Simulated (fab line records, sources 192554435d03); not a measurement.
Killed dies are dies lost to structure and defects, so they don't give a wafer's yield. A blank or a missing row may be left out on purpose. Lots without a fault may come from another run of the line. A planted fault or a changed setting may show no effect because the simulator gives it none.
fab line records | flow n5_finfet
record lots=7 wafers=21
route steps=1938 shown BEOL_M1@797 BEOL_M2@846 BEOL_M3@933 BEOL_M4@1028 BEOL_M5@1119
start_h: hours from the record's first day to the start of the lot's first wafer shown | wait_h: hours since the lot's step before | " the same as in the row above | L1.1+2: a row that stands for several wafers | - no value, or no start given | * or withheld: withheld | < > ~ a bound
route shown NAME@n: a module of which the file shows steps, and the number in the route of the first | usual: mean/standard deviation of fault-free wafers | same: alike in all rows | chamber/n: place in a boat | sites: the reading at each site | _std_site: their standard deviation | _edge_site: outer sites' mean less inner sites' | radius_mm: how far each site lies from the wafer's centre | mask NAME#n: copy n | behind: the tool/chamber that last shaped the wafer | hold: why the lot was held/for how many hours/how that ended | device: the transistor (n, p or np) that didn't switch | end of line: the same wafers' tests at the end of the route | a step without rows: its recipe alone | killed: dies lost to structure and defects at the first sort, not the wafer's yield | map: a wafer's dies, x killed, . not, _ none there
set.NAME: the setting as run; set.NAME@STEP: as run at that earlier step | model.NAME: the simulator's own value behind a step, which no gauge read
lots whose settings were changed on purpose; a table a step, a row a wafer
## steps
# step N5_BEOL_M1_VIA_ETCH_34
# recipe chemistry=C4F6/O2 target_depth_a=678 mask_material=SOC pressure_mtorr=15 ion_energy_ev=250 taper_deg=4 time_s=64.4 source_w=350 bias_w=170 Ar_flow_sccm=300 C4F6_flow_sccm=10 O2_flow_sccm=10
# columns lot.wafer tool chamber start_h wait_h set.time_s model.etch.depth_nm model.SOC_of_BEOL_M1_COAT_67.thk_nm
L074.1 rie_diel-05 2 129.47 0.0 69.96 72.9 51.4
L074.3 " 0 " " 69.96 73.46 51.4
L074.5 " 0 " " 64.4 67.29 52.2
L076.1 rie_diel-05 3 141.18 0.0 75.25 77.33 51
L076.4 " 2 " " 75.25 77.18 50.8
L076.6 " 2 " " 64.4 66.03 52.2
L077.1 rie_diel-02 2 141.18 0.0 76.71 77.66 50.8
L077.2 " 1 " " 64.4 67.33 52
L077.4 " 3 " " 64.4 65.98 52
L079.1 rie_diel-03 0 162.30 0.0 64.4 69.9 52
L079.2 " 3 " " 64.4 67.34 52
L079.6 " 3 " " 68.93 71.02 51.6
L083.1 rie_diel-02 2 193.85 0.0 64.4 65.6 52.2
L083.2 " 0 " " 76.51 78.39 51
L083.5 " 2 " " 76.51 78.52 50.6
L086.2 rie_diel-03 3 202.30 0.0 64.4 66.36 52.2
L086.3 " 0 " " 64.4 68.26 52.2
L086.6 " 2 " " 64.4 67.57 52.2
L087.1 rie_diel-02 3 216.13 0.0 64.4 66.52 52
L087.3 " 1 " " 64.4 67.32 52.2
L087.6 " 3 " " 57.35 59.17 53
# step N5_BEOL_M1_STRIP_83
# recipe chemistry=C4F6/O2 resist=SiARC rf_frequency_hz=6e+07
# step N5_BEOL_M1_STRIP_36
# recipe chemistry=N2/H2 power_w=450 temp_c=40 pressure_mtorr=20 rf_frequency_hz=6e+07 overash_fraction=0.3 bias_power_w=7 h2_frac=0.5 n2_flow_sccm=200 h2_flow_sccm=200
# step N5_BEOL_M1_TRENCH_ETCH_37
# recipe chemistry=C4F6/O2 target_depth_a=552.07 target=SiOC time_s=29 ion_energy_ev=250 pressure_mtorr=30 source_w=355 bias_w=185 Ar_flow_sccm=300 C4F6_flow_sccm=10 O2_flow_sccm=10
# columns lot.wafer tool chamber start_h wait_h set.target_thk_a@BEOL_M1_HM_DEP_02 model.TiN_of_BEOL_M1_HM_DEP_02.thk_nm
L074.1 rie_diel-05 2 - - 200 18.4
L074.3 " 0 " " 189.5 17.4
L074.5 " 0 " " 200 18
L076.1 rie_diel-05 3 - - 224.8 20
L076.4 " 2 " " 200 17.8
L076.6 " 2 " " 200 17.6
L077.1 rie_diel-02 2 - - 186.5 16.6
L077.2 " 1 " " 186.5 16.4
L077.4 " 3 " " 200 17.4
L079.1 rie_diel-03 0 - - 215 18.8
L079.2 " 3 " " 215 19.2
L079.6 " 3 " " 200 17.8
L083.1+5 rie_diel-02 2 - - 200 17.8
L083.2 " 0 " " 200 17.4
L086.2 rie_diel-03 3 - - 200 17.8
L086.3 " 0 " " 200 18.2
L086.6 " 2 " " 200 18
L087.1+6 rie_diel-02 3 - - 200 18
L087.3 " 1 " " 200 18.2
# step N5_BEOL_M2_COAT_62
# recipe resist=SiARC temp_c=220 time_s=60 spin_rpm=1500 resist_thk_nm=12
# columns lot.wafer tool chamber start_h wait_h set.spin_rpm model.SiARC_of_BEOL_M2_COAT_62.thk_nm
L074.1+3 litho_track-02 0 - - 1559 11.8
L074.5 " 0 " " 1500 12
L077.1+4 litho_track-03 0 - - 1500 12
L077.2 " 0 " " 1619 11.6
L076.1+4 litho_track-05 0 - - 1664 11.4
L076.6 " 0 " " 1500 12
L079.1+2+6 litho_track-05 0 - - 1500 12
L083.1+2+5 litho_track-03 0 - - 1500 12
L086.2+3+6 litho_track-02 0 - - 1500 12
L087.1+3+6 litho_track-02 0 - - 1500 12
# step N5_BEOL_M2_ETCH_74
# recipe chemistry=N2/H2 target=underlayer target_depth_a=65 mask_material=CAR-EUV time_s=5.2 ion_energy_ev=200 pressure_mtorr=30 source_w=840 bias_w=150 n2_flow_sccm=200 h2_flow_sccm=200 ends=cleared
# usual etch_rf_on_time_s=5.16/0.2 rf_vpp_V=524.3/2.7
# columns lot.wafer tool chamber start_h wait_h set.source_w etch_rf_on_time_s rf_vpp_V
L074.1 rie_diel-06 3 136.51 0.0 745.4 5.81 544.2
L074.3 " 0 " " 840 5.31 526.4
L074.5 " 2 " " 840 4.77 525.0
L077.1 rie_diel-04 1 148.71 0.0 760.4 5.67 543.8
L077.2 " 3 " " 840 5.34 521.5
L077.4 " 0 " " 840 5.28 520.0
L076.1 rie_diel-06 3 148.71 0.0 840 5.31 521.6
L076.4 " 1 " " 840 5.11 526.9
L076.6 " 3 " " 840 5.34 523.1
L079.1 rie_diel-01 3 168.16 0.0 972 4.53 500.3
L079.2 " 0 " " 840 5.13 526.9
L079.6 " 1 " " 972 4.37 498.1
L083.1 rie_diel-04 2 200.64 0.0 840 5.38 522.3
L083.2 " 3 " " 916.7 4.91 510.7
L083.5 " 2 " " 916.7 4.96 509.1
L086.2 rie_diel-06 1 208.63 0.0 840 5.14 531.4
L086.3 " 0 " " 840 5.33 528.9
L086.6 " 3 " " 840 5.34 519.9
L087.1 rie_diel-04 3 221.65 0.0 840 5.28 523.2
L087.3 " 0 " " 840 5.20 523.4
L087.6 " 3 " " 840 5.26 520.5
# step N5_BEOL_M2_ETCH_63
# recipe chemistry=CF4 target=SiARC target_depth_a=156 mask_material=CAR-EUV time_s=26 ion_energy_ev=80 pressure_mtorr=40 source_w=545 bias_w=36 Ar_flow_sccm=100 cf4_flow_sccm=100 ends=cleared
# columns lot.wafer tool chamber start_h wait_h set.spin_rpm@BEOL_M2_COAT_62 model.etch.depth_nm
L074.1 rie_diel-06 3 136.53 0.0 1559 11.73
L074.3 " 0 " " 1559 11.72
L074.5 " 2 " " 1500 11.94
L077.1+4 rie_diel-04 1,0 148.73 0.0 1500 12.02
L077.2 " 3 " " 1619 11.59
L076.1+4 rie_diel-06 3,1 148.73 0.0 1664 11.39
L076.6 " 3 " " 1500 11.94
L079.1 rie_diel-01 3 168.18 0.0 1500 12
L079.2 " 0 " " 1500 12.06
L079.6 " 1 " " 1500 12.04
L083.1 rie_diel-04 2 200.66 0.0 1500 11.99
L083.2 " 3 " " 1500 11.97
L083.5 " 2 " " 1500 11.94
L086.2+3 rie_diel-06 1,0 208.65 0.0 1500 12.01
L086.6 " 3 " " 1500 11.99
L087.1+6 rie_diel-04 3 221.67 0.0 1500 11.96
L087.3 " 0 " " 1500 12
# step N5_BEOL_M3_PECVD_72
# recipe material=SiO2 target_thk_a=160 temp_c=400 precursor=TEOS/O2 pressure_torr=5.5 rf_w=450 teos_flow_sccm=53.8 gas=O2 flow_sccm=3000 time_s=18
# columns lot.wafer tool chamber start_h wait_h set.time_s model.SiO2_of_BEOL_M3_PECVD_72.thk_nm
L074.1 pecvd-02 2 145.34 0.0 16.61 14.6
L074.3 " 0 " " 18 15.6
L074.5 " 1 " " 18 15.8
L077.1+2 pecvd-04 0,2 156.17 0.0 18 16.2
L077.4 " 1 " " 18 16.8
L076.1 pecvd-01 2 157.54 0.0 16.35 14.6
L076.4 " 1 " " 18 16.2
L076.6 " 0 " " 16.35 15
L079.1+6 pecvd-01 0,1 190.90 0.0 17.27 15.4
L079.2 " 1 " " 18 15.8
L083.1 pecvd-01 2 208.59 0.0 16.14 14.6
L083.2 " 1 " " 16.14 14.2
L083.5 " 0 " " 18 16.2
L086.2 pecvd-01 0 220.23 0.0 18 16
L086.3 " 1 " " 18 15.8
L086.6 " 0 " " 18 16.6
L087.1 pecvd-04 2 235.33 0.0 17 15
L087.3+6 " 0 " " 18 15.6
# step N5_BEOL_M3_COAT_73
# recipe resist=underlayer temp_c=205 time_s=60 spin_rpm=1500 resist_thk_nm=5
# columns lot.wafer tool chamber start_h wait_h set.spin_rpm
L074.1+3+5 litho_track-03 0 - - 1500
L077.1+2 litho_track-04 0 - - 1447
L077.4 " 0 " " 1500
L076.1 litho_track-01 0 - - 1500
L076.4+6 " 0 " " 1433
L079.1+2+6 litho_track-01 0 - - 1500
L083.1+5 litho_track-04 0 - - 1500
L083.2 " 0 " " 1438
L086.2+3+6 litho_track-03 0 - - 1500
L087.1+6 litho_track-04 0 - - 1655
L087.3 " 0 " " 1500
# step N5_BEOL_M3_COAT_05
# recipe resist=CAR-EUV spin_rpm=1500 resist_thk_nm=30
# step N5_BEOL_M3_EBR_07
# recipe solvent=PGMEA ebr_width_mm=1.5
# step N5_BEOL_M3_DESCUM_16
# recipe chemistry=O2 time_s=7 source_power_w=50 bias_power_w=20 pressure_mtorr=20 rf_frequency_hz=2.712e+07 temp_c=40 resist=CAR-EUV o2_flow_sccm=225
# step N5_BEOL_M3_ETCH_74
# recipe chemistry=N2/H2 target=underlayer target_depth_a=65 mask_material=CAR-EUV time_s=5.2 ion_energy_ev=200 pressure_mtorr=30 source_w=840 bias_w=150 n2_flow_sccm=200 h2_flow_sccm=200 ends=cleared
# columns lot.wafer tool chamber start_h wait_h set.spin_rpm@BEOL_M3_COAT_73 model.etch.depth_nm
L074.1 rie_diel-05 3 146.27 0.0 1500 5.012
L074.3 " 0 " " 1500 5.022
L074.5 " 2 " " 1500 5.02
L077.1 rie_diel-03 3 158.43 0.0 1447 5.096
L077.2 " 0 " " 1447 5.091
L077.4 " 1 " " 1500 5.009
L076.1 rie_diel-02 0 159.24 0.0 1500 4.995
L076.4 " 1 " " 1433 5.109
L076.6 " 3 " " 1433 5.1
L079.1 rie_diel-02 1 192.68 0.0 1500 5.017
L079.2 " 2 " " 1500 5.019
L079.6 " 2 " " 1500 5.013
L083.1 rie_diel-02 1 210.20 0.0 1500 4.999
L083.2 " 3 " " 1438 5.103
L083.5 " 0 " " 1500 4.995
L086.2 rie_diel-03 0 221.61 0.0 1500 5.005
L086.3 " 1 " " 1500 5.003
L086.6 " 1 " " 1500 5.007
L087.1 rie_diel-02 3 238.26 0.0 1655 4.755
L087.3 " 2 " " 1500 4.991
L087.6 " 1 " " 1655 4.745
# step N5_BEOL_M3_VIA_ETCH_34
# recipe chemistry=C4F6/O2 target_depth_a=694 mask_material=SOC pressure_mtorr=15 ion_energy_ev=250 taper_deg=4 time_s=65.9 source_w=350 bias_w=170 Ar_flow_sccm=300 C4F6_flow_sccm=10 O2_flow_sccm=10
# columns lot.wafer tool chamber start_h wait_h set.time_s model.etch.depth_nm
L074.1 rie_diel-02 3 148.07 0.0 65.9 67.36
L074.3 " 1 " " 65.9 68.73
L074.5 " 3 " " 65.9 67.42
L077.1 rie_diel-02 1 162.26 0.0 56.11 58.81
L077.2 " 3 " " 56.11 57.86
L077.4 " 0 " " 65.9 67.42
L076.1 rie_diel-05 2 167.46 0.0 65.9 68
L076.4 " 3 " " 65.9 67.9
L076.6 " 2 " " 65.9 67.41
L079.1 rie_diel-03 1 197.03 0.0 54.51 61.21
L079.2 " 2 " " 54.51 57.96
L079.6 " 2 " " 54.51 57.47
L083.1 rie_diel-03 1 216.17 0.0 56.58 62.65
L083.2 " 3 " " 56.58 58.57
L083.5 " 2 " " 65.9 70.3
L086.2 rie_diel-03 1 223.47 0.0 65.9 71.12
L086.3 " 0 " " 65.9 70.51
L086.6 " 1 " " 65.9 71.66
L087.1 rie_diel-05 0 244.94 0.0 65.9 67.58
L087.3 " 3 " " 65.9 68.22
L087.6 " 3 " " 65.9 68.71
# step N5_BEOL_M3_TRENCH_ETCH_37
# recipe chemistry=C4F6/O2 target_depth_a=555.55 target=SiOC time_s=29.2 ion_energy_ev=250 pressure_mtorr=30 source_w=355 bias_w=185 Ar_flow_sccm=300 C4F6_flow_sccm=10 O2_flow_sccm=10
# columns lot.wafer tool chamber start_h wait_h set.time_s model.BEOL_M3.feature_depth_nm model.etch.depth_nm
L074.1 rie_diel-02 3 - - 25.77 48.4 48.32
L074.3 " 1 " " 29.2 56 56.1
L074.5 " 3 " " 25.77 48.6 48.52
L077.1 rie_diel-02 1 - - 31.16 59.6 59.68
L077.2 " 3 " " 29.2 54.4 54.47
L077.4 " 0 " " 29.2 54.6 54.52
L076.1 rie_diel-05 2 - - 29.2 54.8 54.83
L076.4 " 3 " " 29.2 55 55.09
L076.6 " 2 " " 29.2 54.6 54.67
L079.1 rie_diel-03 1 - - 29.2 59.2 59.23
L079.2 " 2 " " 31.43 60 59.96
L079.6 " 2 " " 31.43 61 60.93
L083.1 rie_diel-03 1 - - 29.2 57.8 57.81
L083.2 " 3 " " 29.2 54.6 54.51
L083.5 " 2 " " 29.2 56 55.97
L086.2 rie_diel-03 1 - - 29.2 58 57.97
L086.3 " 0 " " 29.2 57 56.95
L086.6 " 1 " " 29.2 58 57.93
L087.1 rie_diel-05 0 - - 29.2 53.8 53.79
L087.3 " 3 " " 29.2 54.6 54.69
L087.6 " 3 " " 29.2 54.4 54.34
# step N5_BEOL_M3_ETCH_41
# recipe chemistry=CH3F/O2 target=SiCN target_depth_a=299 taper_deg=2 time_s=52.5 ion_energy_ev=120 mask_material=TiN pressure_mtorr=30 source_w=395 bias_w=75 Ar_flow_sccm=150 CH3F_flow_sccm=30 O2_flow_sccm=20
# step N5_BEOL_M3_STRIP_97
# recipe chemistry=N2/H2 time_s=10 power_w=450 temp_c=40 pressure_mtorr=20 rf_frequency_hz=6e+07 bias_power_w=7 n2_flow_sccm=200 h2_flow_sccm=200
# step N5_BEOL_M3_HM_STRIP_39
# recipe chemistry=peroxide_tin_strip material=TiN target_depth_a=250 temp_c=50 time_s=158
# columns lot.wafer tool chamber start_h wait_h set.time_s@BEOL_M3_PECVD_72 model.SiO2_of_BEOL_M3_PECVD_72.thk_nm
L074.1 wet_bench-04 2 148.36 0.0 16.61 14.4
L074.3 " 1 " " 18 15.4
L074.5 " 6 " " 18 15.6
L077.1+2 wet_bench-01 4,5 162.55 0.0 18 16
L077.4 " 3 " " 18 16.8
L076.1 wet_bench-01 2 167.74 0.0 16.35 14.6
L076.4 " 3 " " 18 16
L076.6 " 0 " " 16.35 14.8
L079.1 wet_bench-06 5 197.32 0.0 17.27 15.4
L079.2 " 7 " " 18 15.6
L079.6 " 6 " " 17.27 15.2
L083.1 wet_bench-06 3 216.45 0.0 16.14 14.6
L083.2 " 1 " " 16.14 14
L083.5 " 7 " " 18 16
L086.2 wet_bench-01 3 223.76 0.0 18 15.8
L086.3 " 2 " " 18 15.6
L086.6 " 4 " " 18 16.4
L087.1 wet_bench-04 3 245.26 0.1 17 15
L087.3 " 5 " " 18 15.4
L087.6 " 0 " " 18 15.6
# step N5_BEOL_M4_COAT_05
# recipe resist=CAR-EUV spin_rpm=1500 resist_thk_nm=30
# columns lot.wafer tool chamber start_h wait_h set.spin_rpm model.CAR-EUV_of_BEOL_M4_COAT_05.thk_nm
L074.1+3+5 litho_track-02 0 - - 1500 30
L077.1 litho_track-01 0 - - 1592 29
L077.2 " 0 " " 1500 30
L077.4 " 0 " " 1592 29.2
L076.1 litho_track-02 0 - - 1602 29
L076.4+6 " 0 " " 1602 29.2
L079.1 litho_track-02 0 - - 1432 30.8
L079.2 " 0 " " 1500 30
L079.6 " 0 " " 1500 30.2
L083.1 litho_track-01 0 - - 1331 31.8
L083.2 " 0 " " 1500 30
L083.5 " 0 " " 1331 32
L086.2+3+6 litho_track-05 0 - - 1500 30
L087.1+3 litho_track-01 0 - - 1500 30
L087.6 " 0 " " 1500 29.8
# step N5_BEOL_M4_EBR_07
# recipe solvent=PGMEA ebr_width_mm=1.5
# step N5_BEOL_M4_SOFTBAKE_06
# recipe temp_c=110 time_s=60 resist=CAR-EUV
# step N5_BEOL_M4_EXPOSE_08
# recipe mask_id=M4 na=0.33 source_shape=dipole sigma_inner=0.369 sigma_outer=0.767 polarization=unpolarized dose_mj=41.25
# step N5_BEOL_M4_PEB_09
# recipe peb_temp_c=100 peb_time_s=60 resist=CAR-EUV
# step N5_BEOL_M4_DEVELOP_10
# recipe develop_time_s=30 developer=TMAH resist=CAR-EUV rinse_liquid=surfactant_rinse dry=air_spin dev_temp_c=23
# columns lot.wafer tool chamber start_h wait_h set.spin_rpm@BEOL_M4_COAT_05 model.CAR-EUV_of_BEOL_M4_COAT_05.thk_nm
L074.1+3 litho_track-01 0 - - 1500 29.4
L074.5 " 0 " " 1500 29.6
L077.1+4 litho_track-02 0 - - 1592 28.6
L077.2 " 0 " " 1500 29.6
L076.1+6 litho_track-02 0 - - 1602 28.6
L076.4 " 0 " " 1602 28.8
L079.1 litho_track-01 0 - - 1432 30.4
L079.2+6 " 0 " " 1500 29.6
L083.1+5 litho_track-01 0 - - 1331 31.4
L083.2 " 0 " " 1500 29.4
L086.2+3+6 litho_track-05 0 - - 1500 29.6
L087.1+6 litho_track-02 0 - - 1500 29.4
L087.3 " 0 " " 1500 29.6
# step N5_BEOL_M4_DESCUM_16
# recipe chemistry=O2 time_s=7 source_power_w=50 bias_power_w=20 pressure_mtorr=20 rf_frequency_hz=2.712e+07 temp_c=40 resist=CAR-EUV o2_flow_sccm=225
# step N5_BEOL_M4_ETCH_74
# recipe chemistry=N2/H2 target=underlayer target_depth_a=65 mask_material=CAR-EUV time_s=5.2 ion_energy_ev=200 pressure_mtorr=30 source_w=840 bias_w=150 n2_flow_sccm=200 h2_flow_sccm=200 ends=cleared
# columns lot.wafer tool chamber start_h wait_h set.spin_rpm@BEOL_M4_COAT_05 model.CAR-EUV_of_BEOL_M4_COAT_05.thk_nm
L074.1+5 rie_diel-04 1,0 153.48 0.0 1500 20.4
L074.3 " 2 " " 1500 20.2
L077.1+4 rie_diel-01 0,2 169.25 0.0 1592 19.4
L077.2 " 1 " " 1500 20.4
L076.1+6 rie_diel-04 2 176.85 0.0 1602 19.4
L076.4 " 1 " " 1602 19.6
L079.1 rie_diel-04 3 204.48 0.0 1432 21.2
L079.2+6 " 2,3 " " 1500 20.4
L083.1 rie_diel-01 0 224.24 0.0 1331 22.2
L083.2 " 2 " " 1500 20.2
L083.5 " 0 " " 1331 22.4
L086.2 rie_diel-06 3 231.62 0.0 1500 20.4
L086.3+6 " 2,1 " " 1500 20.2
L087.1+3 rie_diel-01 3,1 252.20 0.0 1500 20.4
L087.6 " 2 " " 1500 20.2
# step N5_BEOL_M4_ETCH_64
# recipe chemistry=N2/H2 target=SOC target_depth_a=750 overetch_a=225 mask_material=SiARC temp_c=40 time_s=121.9 ion_energy_ev=200 pressure_mtorr=30 source_w=840 bias_w=150 n2_flow_sccm=200 h2_flow_sccm=200
# usual rf_vpp_V=523.8/2.4
# columns lot.wafer tool chamber start_h wait_h set.bias_w rf_vpp_V
L074.1 rie_diel-04 1 153.52 0.0 128.1 475.7
L074.3 " 2 " " 150 524.1
L074.5 " 0 " " 150 520.5
L077.1 rie_diel-01 0 169.29 0.0 158.4 547.4
L077.2 " 1 " " 150 524.1
L077.4 " 2 " " 158.4 540.6
L076.1 rie_diel-04 2 176.89 0.0 150 523.4
L076.4 " 1 " " 141.4 505.7
L076.6 " 2 " " 150 522.0
L079.1 rie_diel-04 3 204.52 0.0 150 521.9
L079.2 " 2 " " 150 524.0
L079.6 " 3 " " 150 520.1
L083.1 rie_diel-01 0 224.29 0.0 141.3 507.6
L083.2 " 2 " " 150 521.7
L083.5 " 0 " " 150 526.9
L086.2 rie_diel-06 3 231.66 0.0 150 520.9
L086.3 " 2 " " 150 525.5
L086.6 " 1 " " 150 530.0
L087.1 rie_diel-01 3 252.24 0.0 150 522.2
L087.3 " 1 " " 158.1 541.5
L087.6 " 2 " " 158.1 538.5
# step N5_BEOL_M5_COAT_71
# recipe resist=underlayer temp_c=205 time_s=60 spin_rpm=1500 resist_thk_nm=5
# columns lot.wafer tool chamber start_h wait_h set.spin_rpm
L074.1+5 litho_track-04 0 - - 1617
L074.3 " 0 " " 1500
L077.1+2+4 litho_track-05 0 - - 1500
L076.1 litho_track-03 0 - - 1500
L076.4+6 " 0 " " 1568
L079.1+6 litho_track-03 0 - - 1649
L079.2 " 0 " " 1500
L083.1+2+5 litho_track-03 0 - - 1500
L086.2+3+6 litho_track-03 0 - - 1500
L087.1+3 litho_track-03 0 - - 1648
L087.6 " 0 " " 1500
## key
split step=N5_BEOL_M1_VIA_ETCH_34 setting=time_s stated=64.4 by=wafer
response step=N5_BEOL_M1_VIA_ETCH_34 reading=model.etch.depth_nm change=+0.637 per=1% r=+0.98
response step=N5_BEOL_M1_VIA_ETCH_34 reading=model.SOC_of_BEOL_M1_COAT_67.thk_nm change=-0.0728 per=1% r=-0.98
split step=N5_BEOL_M2_COAT_62 setting=spin_rpm stated=1500 by=wafer
response step=N5_BEOL_M2_COAT_62 reading=model.SiARC_of_BEOL_M2_COAT_62.thk_nm change=-0.0531 per=1% r=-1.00
response step=N5_BEOL_M2_ETCH_63 reading=model.etch.depth_nm change=-0.0519 per=1% r=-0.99
split step=N5_BEOL_M2_ETCH_74 setting=source_w stated=840 by=wafer
response step=N5_BEOL_M2_ETCH_74 reading=etch_rf_on_time_s change=* per=1% r=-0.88
response step=N5_BEOL_M2_ETCH_74 reading=rf_vpp_V change=-1.79 per=1% r=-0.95
split step=N5_BEOL_M3_PECVD_72 setting=time_s stated=18 by=wafer
response step=N5_BEOL_M3_PECVD_72 reading=model.SiO2_of_BEOL_M3_PECVD_72.thk_nm change=+0.151 per=1% r=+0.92
response step=N5_BEOL_M3_HM_STRIP_39 reading=model.SiO2_of_BEOL_M3_PECVD_72.thk_nm change=+0.141 per=1% r=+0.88
split step=N5_BEOL_M3_COAT_73 setting=spin_rpm stated=1500 by=wafer
response step=N5_BEOL_M3_ETCH_74 reading=model.etch.depth_nm change=-0.0238 per=1% r=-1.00
split step=N5_BEOL_M3_VIA_ETCH_34 setting=time_s stated=65.9 by=wafer
response step=N5_BEOL_M3_VIA_ETCH_34 reading=model.etch.depth_nm change=+0.646 per=1% r=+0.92
split step=N5_BEOL_M3_TRENCH_ETCH_37 setting=time_s stated=29.2 by=wafer
response step=N5_BEOL_M3_TRENCH_ETCH_37 reading=model.BEOL_M3.feature_depth_nm change=+0.548 per=1% r=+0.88
response step=N5_BEOL_M3_TRENCH_ETCH_37 reading=model.etch.depth_nm change=+0.556 per=1% r=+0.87
split step=N5_BEOL_M4_COAT_05 setting=spin_rpm stated=1500 by=wafer
response step=N5_BEOL_M4_COAT_05 reading=model.CAR-EUV_of_BEOL_M4_COAT_05.thk_nm change=-0.163 per=1% r=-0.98
response step=N5_BEOL_M4_DEVELOP_10 reading=model.CAR-EUV_of_BEOL_M4_COAT_05.thk_nm change=-0.174 per=1% r=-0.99
response step=N5_BEOL_M4_ETCH_74 reading=model.CAR-EUV_of_BEOL_M4_COAT_05.thk_nm change=-0.181 per=1% r=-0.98
split step=N5_BEOL_M4_ETCH_64 setting=bias_w stated=150 by=wafer
response step=N5_BEOL_M4_ETCH_64 reading=rf_vpp_V change=+3.18 per=1% r=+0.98
split step=N5_BEOL_M5_COAT_71 setting=spin_rpm stated=1500 by=wafer
response none in this file
split outside_this_file step=N5_BEOL_M1_HM_DEP_02 setting=target_thk_a
# split outside_this_file: this setting was split too, and the file shows its column; the key of that split is in another file
